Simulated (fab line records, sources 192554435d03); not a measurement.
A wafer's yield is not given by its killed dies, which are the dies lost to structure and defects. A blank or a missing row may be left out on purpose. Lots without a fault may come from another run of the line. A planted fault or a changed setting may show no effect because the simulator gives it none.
What tool caused it? :: flow n5Finfet :: 11 lots, 32 wafers sampled, at 6 steps of a route of 1938

== WHAT THE GAUGES READ, wafer by wafer ==
N5_SD_EPI_N_EPI_MEAS_23.
lot: L161
measured: day 3 04:00
on: filmMetro-02
thkNm (nm): 57.6 58.5 59.1

lot: L163
measured: day 4 01:57
on: filmMetro-02
thkNm (nm): 56.8 59.9 57.6

lot: L166
measured: day 4 12:36
on: filmMetro-01
thkNm (nm): 58.9 57.7 59.8

lot: L169
measured: day 5 05:52
on: filmMetro-02
thkNm (nm): 56.6 58.3 59.9

lot: L170
measured: day 5 11:16
on: filmMetro-01
thkNm (nm): 60.0 57.1 58.0

lot: L171
measured: day 5 15:19
on: filmMetro-02
thkNm (nm): 58.0 58.6 60.8

lot: L173
measured: day 6 08:06
on: filmMetro-02
thkNm (nm): 59.9 59.9 59.3

lot: L174
measured: day 6 11:45
on: filmMetro-02
thkNm (nm): 58.0 60.0 59.8

lot: L175
measured: day 6 17:11
on: filmMetro-02
thkNm (nm): 60.5 58.6 59.5

lot: L180
measured: day 8 04:41
on: filmMetro-02
thkNm (nm): 59.0 59.6 59.7

lot: L183
measured: day 8 23:23
on: filmMetro-01
thkNm (nm): 58.0 59.3

N5_SD_EPI_P_CD_MEAS_09: the cd target is 240 nm.
lot: L161
measured: day 3 04:55
on: cdSem-03
cdNm (nm): 240.1 239.6 239.8

lot: L163
measured: day 4 02:54
on: cdSem-01
cdNm (nm): 240.2 239.8 239.8

lot: L166
measured: day 4 13:34
on: cdSem-03
cdNm (nm): 240.0 240.0 239.5

lot: L169
measured: day 5 06:43
on: cdSem-03
cdNm (nm): 238.4 237.8 238.6

lot: L170
measured: day 5 12:13
on: cdSem-03
cdNm (nm): 239.8 240.2 239.6

lot: L171
measured: day 5 16:09
on: cdSem-01
cdNm (nm): 240.3 239.2 239.1

lot: L173
measured: day 6 09:03
on: cdSem-02
cdNm (nm): 239.2 238.9 239.8

lot: L174
measured: day 6 12:42
on: cdSem-03
cdNm (nm): 238.9 239.9 240.1

lot: L175
measured: day 6 18:14
on: cdSem-01
cdNm (nm): 240.4 241.1 239.1

lot: L180
measured: day 8 05:31
on: cdSem-01
cdNm (nm): 239.5 239.3 239.8

lot: L183
measured: day 9 00:35
on: cdSem-03
cdNm (nm): 241.7 240.5

N5_SD_EPI_P_INSPECT_11: inspects for defects (macro).
lot: L161
measured: day 3 04:58
on: defectInspect-01
rawDefectCount: 2 1 1

lot: L163
measured: day 4 02:57
on: defectInspect-02
rawDefectCount: 0 2 2

lot: L166
measured: day 4 13:38
on: defectInspect-02
rawDefectCount: 4 4 2

lot: L169
measured: day 5 06:46
on: defectInspect-02
rawDefectCount: 2 3 0

lot: L170
measured: day 5 12:17
on: defectInspect-01
rawDefectCount: 2 0 1

lot: L171
measured: day 5 16:12
on: defectInspect-02
rawDefectCount: 5 1 0

lot: L173
measured: day 6 09:06
on: defectInspect-01
rawDefectCount: 0 1 3

lot: L174
measured: day 6 12:46
on: defectInspect-02
rawDefectCount: 1 1 0

lot: L175
measured: day 6 18:18
on: defectInspect-01
rawDefectCount: 1 1 1

lot: L180
measured: day 8 05:34
on: defectInspect-01
rawDefectCount: 3 4 0

lot: L183
measured: day 9 00:38
on: defectInspect-02
rawDefectCount: 5 1

N5_SD_EPI_P_EPI_MEAS_23.
lot: L161
measured: day 3 08:33
on: filmMetro-02
thkNm (nm): 61.6 62.0 63.8

lot: L163
measured: day 4 06:32
on: filmMetro-01
thkNm (nm): 59.2 61.0 58.9

lot: L166
measured: day 4 17:12
on: filmMetro-02
thkNm (nm): 60.5 62.1 60.6

lot: L169
measured: day 5 10:20
on: filmMetro-01
thkNm (nm): 60.7 63.1 63.2

lot: L170
measured: day 5 15:52
on: filmMetro-01
thkNm (nm): 60.2 60.9 60.7

lot: L171
measured: day 5 19:47
on: filmMetro-02
thkNm (nm): 48.2 46.5 48.4

lot: L173
measured: day 6 12:41
on: filmMetro-02
thkNm (nm): 46.9 49.1 47.6

lot: L174
measured: day 6 16:20
on: filmMetro-02
thkNm (nm): 59.4 59.3 59.4

lot: L175
measured: day 6 21:55
on: filmMetro-01
thkNm (nm): 60.7 62.3 59.4

lot: L180
measured: day 8 09:09
on: filmMetro-02
thkNm (nm): 61.2 61.1 60.5

lot: L183
measured: day 9 04:59
on: filmMetro-01
thkNm (nm): 60.4 60.6

N5_BEOL_M4_RC_MEAS_101.
lot: L161
measured: day 8 07:52
on: prober-02
DIBL_N (mV/V): 36.7 37.2 35.3
DIBL_P (mV/V): 36.3 36.8 34.4
IOFF_N (nA/um): 0.153 0.171 0.142
IOFF_P (nA/um): 0.21 0.23 0.18
ION_N (uA/um): 667 673 666
ION_P (uA/um): 459 459 461
SS_N (mV/dec): 71.6 71.7 71.2
SS_P (mV/dec): 72.7 73.6 72.6
VT_N (mV): 251 250 252
VT_P (mV): -252 -249 -251

lot: L163
measured: day 9 02:08
on: prober-02
DIBL_N (mV/V): 34.0 36.0 33.7
DIBL_P (mV/V): 33.8 37.2 33.5
IOFF_N (nA/um): 0.141 0.186 0.142
IOFF_P (nA/um): 0.19 0.26 0.19
ION_N (uA/um): 683 685 678
ION_P (uA/um): 462 468 465
SS_N (mV/dec): 71.2 71.9 70.4
SS_P (mV/dec): 72.1 73.3 72.3
VT_N (mV): 250 245 249
VT_P (mV): -250 -246 -250

lot: L166
measured: day 9 06:25
on: prober-01
DIBL_N (mV/V): 32.8 30.9 34.8
DIBL_P (mV/V): 32.8 30.8 34.6
IOFF_N (nA/um): 0.124 0.101 0.152
IOFF_P (nA/um): 0.17 0.14 0.19
ION_N (uA/um): 669 638 676
ION_P (uA/um): 460 444 460
SS_N (mV/dec): 71.5 69.9 71.7
SS_P (mV/dec): 72.4 71.8 72.7
VT_N (mV): 251 256 247
VT_P (mV): -251 -255 -252

lot: L169
measured: day 10 09:34
on: prober-01
DIBL_N (mV/V): 36.5 35.9 37.2
DIBL_P (mV/V): 35.5 34.9 35.3
IOFF_N (nA/um): 0.148 0.127 0.156
IOFF_P (nA/um): 0.22 0.20 0.22
ION_N (uA/um): 666 666 662
ION_P (uA/um): 462 464 453
SS_N (mV/dec): 71.8 71.2 71.4
SS_P (mV/dec): 73.4 73.2 73.3
VT_N (mV): 252 252 254
VT_P (mV): -249 -250 -246

lot: L170
measured: day 10 08:38
on: prober-01
DIBL_N (mV/V): 34.8 36.7 36.9
DIBL_P (mV/V): 33.6 35.2 35.2
IOFF_N (nA/um): 0.122 0.161 0.152
IOFF_P (nA/um): 0.17 0.18 0.19
ION_N (uA/um): 652 677 675
ION_P (uA/um): 450 459 450
SS_N (mV/dec): 71.1 71.2 71.0
SS_P (mV/dec): 73.1 73.7 72.9
VT_N (mV): 255 248 253
VT_P (mV): -256 -256 -256

lot: L171
measured: day 10 16:27
on: prober-01
DIBL_N (mV/V): 34.5 37.3 37.2
DIBL_P (mV/V): 35.2 38.2 37.7
IOFF_N (nA/um): 0.134 0.171 0.164
IOFF_P (nA/um): 0.16 0.20 0.20
ION_N (uA/um): 678 684 682
ION_P (uA/um): 463 462 461
SS_N (mV/dec): 71.0 72.0 71.2
SS_P (mV/dec): 72.7 74.3 74.1
VT_N (mV): 251 247 250
VT_P (mV): -255 -254 -252

lot: L173
measured: day 11 12:53
on: prober-01
DIBL_N (mV/V): 35.4 34.8 34.9
DIBL_P (mV/V): 35.9 35.0 34.9
IOFF_N (nA/um): 0.176 0.153 0.155
IOFF_P (nA/um): 0.23 0.21 0.21
ION_N (uA/um): 693 682 678
ION_P (uA/um): 478 471 470
SS_N (mV/dec): 71.7 70.9 70.7
SS_P (mV/dec): 73.7 73.1 73.3
VT_N (mV): 246 249 248
VT_P (mV): -247 -248 -250

lot: L174
measured: day 11 15:58
on: prober-02
DIBL_N (mV/V): 40.4 35.7 37.5
DIBL_P (mV/V): 41.2 35.2 37.8
IOFF_N (nA/um): 0.250 0.151 0.180
IOFF_P (nA/um): 0.28 0.19 0.21
ION_N (uA/um): 700 672 685
ION_P (uA/um): 466 460 466
SS_N (mV/dec): 72.0 70.9 71.6
SS_P (mV/dec): 74.0 72.9 73.3
VT_N (mV): 243 250 250
VT_P (mV): -248 -254 -252

lot: L175
measured: day 12 03:38
on: prober-02
DIBL_N (mV/V): 34.9 35.6 35.3
DIBL_P (mV/V): 35.7 35.3 36.2
IOFF_N (nA/um): 0.146 0.153 0.148
IOFF_P (nA/um): 0.18 0.18 0.20
ION_N (uA/um): 680 667 676
ION_P (uA/um): 461 459 465
SS_N (mV/dec): 70.7 70.9 70.3
SS_P (mV/dec): 72.8 73.2 73.6
VT_N (mV): 249 250 250
VT_P (mV): -250 -250 -252

lot: L180
measured: day 12 22:20
on: prober-01
DIBL_N (mV/V): 34.8 36.9 36.3
DIBL_P (mV/V): 33.1 36.3 35.8
IOFF_N (nA/um): 0.112 0.160 0.146
IOFF_P (nA/um): 0.18 0.23 0.22
ION_N (uA/um): 654 682 679
ION_P (uA/um): 458 474 468
SS_N (mV/dec): 71.0 71.2 71.5
SS_P (mV/dec): 72.4 73.0 72.6
VT_N (mV): 255 248 250
VT_P (mV): -251 -247 -249

lot: L183
measured: day 14 00:10
on: prober-01
DIBL_N (mV/V): 36.4 37.0
DIBL_P (mV/V): 38.0 39.4
IOFF_N (nA/um): 0.163 0.172
IOFF_P (nA/um): 0.20 0.22
ION_N (uA/um): 666 676
ION_P (uA/um): 459 464
SS_N (mV/dec): 71.1 71.1
SS_P (mV/dec): 73.1 73.1
VT_N (mV): 246 249
VT_P (mV): -252 -251

== WHICH TOOL RAN EACH LOT (tool, then ch and the chambers of the sampled wafers, then the start) ==
lot: L161
N5_SD_EPI_P_EPI_21: epiRpcvd-01 ch 0, day 3 06:22

lot: L163
N5_SD_EPI_P_EPI_21: epiRpcvd-01 ch 0, day 4 04:20

lot: L166
N5_SD_EPI_P_EPI_21: epiRpcvd-01 ch 0, day 4 15:01

lot: L169
N5_SD_EPI_P_EPI_21: epiRpcvd-01 ch 0, day 5 08:08

lot: L170
N5_SD_EPI_P_EPI_21: epiRpcvd-02 ch 0, day 5 13:40

lot: L171
N5_SD_EPI_P_EPI_21: epiRpcvd-01 ch 0, day 5 17:56

lot: L173
N5_SD_EPI_P_EPI_21: epiRpcvd-01 ch 0, day 6 10:29

lot: L174
N5_SD_EPI_P_EPI_21: epiRpcvd-04 ch 0, day 6 14:30

lot: L175
N5_SD_EPI_P_EPI_21: epiRpcvd-02 ch 0, day 6 19:43

lot: L180
N5_SD_EPI_P_EPI_21: epiRpcvd-04 ch 0, day 8 07:40

lot: L183
N5_SD_EPI_P_EPI_21: epiRpcvd-02 ch 0, day 9 04:13
- N5_SD_EPI_P_EPI_21: deposits SiGe:B, time 355 s.

== AS READ BY THE TOOLS THEMSELVES (means over the sampled wafers that have a number; for cases with no such wafer, the mark the record gives instead) ==
The record holds no such reading with a usual standard deviation.

== THE ANSWER, worked out from the rows above alone ==
Rule: the usual values come from the lots themselves. The widest of any qualifying gaps counts: lots, ordered by their means at a reading, are off when they make up no more than a third of the lots, leave a main group of 4 or more, and stand apart from it by 3 or more times the standard deviation of that group's means. The tables above print the reading to a certain number of digits; a main group whose means all agree to those digits is not used. A lot without any number at a reading at which 4 lots or more have one is off too. Where the step has rows for the other lots, those lots are counted as sound. After the gauges, taken in route order, come the tools' own readings; for these a lot's mean is taken, as printed above. The first step at which some lot is off is used, and at that step the reading that is off furthest; a lot without a number counts as furthest.
Off, at N5_SD_EPI_P_EPI_MEAS_23 on thkNm: L171, L173. For the main group the mean is 60.9 nm and the standard deviation 0.98.
A tool fits if, at a process step before that reading, it ran every lot that is off, and no sound lot after the first of them. Gauges at N5_SD_EPI_P_EPI_MEAS_23: tried the same way as those tools. One fits: epiRpcvd-01 at N5_SD_EPI_P_EPI_21. Its last sound lot is L169 (day 5 08:08), its first lot that is off L171 (day 5 17:56): a fault that began between those two fits.

== WHAT HAD BEEN PUT IN BY THE SIMULATOR ==
Site profile drift: epiRpcvd-01, from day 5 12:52 on, at N5_SD_EPI_P_EPI_21. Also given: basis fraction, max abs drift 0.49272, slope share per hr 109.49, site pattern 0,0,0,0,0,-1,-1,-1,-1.
Shown lots that were struck: L171, L173. The rule above found the same.
